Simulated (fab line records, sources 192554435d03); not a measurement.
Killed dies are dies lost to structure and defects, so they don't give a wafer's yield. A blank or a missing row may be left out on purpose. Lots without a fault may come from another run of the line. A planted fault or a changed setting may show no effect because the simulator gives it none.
Chamber matching | flow n5_finfet | N5_SPACER0_ALD_07 on ald_sin-04: 4 sister chambers
The step deposits SiNx, target thk 2 nm. 4 wafers are shown with their chamber, then 10 later ones without.

WAFERS WITH THEIR CHAMBER
wafer  | chamber | heater_power_w (W)
L083.6 | 3       | 767
L087.6 | 1       | 759
L090.2 | 0       | 650
L090.4 | 2       | 731

WAFERS WITHOUT THEIR CHAMBER
wafer  | heater_power_w (W)
L090.5 | 777
L091.1 | 744
L091.3 | 673
L091.4 | 746
L092.2 | 781
L092.3 | 761
L092.4 | 676
L096.1 | 754
L096.3 | 671
L096.6 | 726

WHICH CHAMBER EACH WENT THROUGH
wafer  | from the rows above          | in truth
L090.5 | can't be placed: 3 or 1      | 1
L091.1 | can't be placed: 2 or 1 or 3 | 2
L091.3 | 0                            | 0
L091.4 | can't be placed: 1 or 2 or 3 | 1
L092.2 | can't be placed: 3 or 1      | 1
L092.3 | can't be placed: 1 or 3 or 2 | 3
L092.4 | can't be placed: 0 or 2      | 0
L096.1 | can't be placed: 1 or 3 or 2 | 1
L096.3 | 0                            | 0
L096.6 | can't be placed: 2 or 1      | 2
Placed correctly: 2 of 10. Can't be placed from these rows: 8 (the true chamber is among the candidates in 8). Placed wrongly: 0.
How it was worked out, from the rows above alone: a wafer's distance from a chamber is the root of the sum, over the readings, of the square of ((its reading less the chamber's mean) divided by the reading's scatter). The wafer belongs to the nearest chamber; if the next one is less than 2 further off, it can't be placed. A chamber's mean is the mean of its shown wafers. The scatter: with one shown wafer a chamber, the root of the mean of the squares of how far each hidden wafer lies from its nearest shown one.
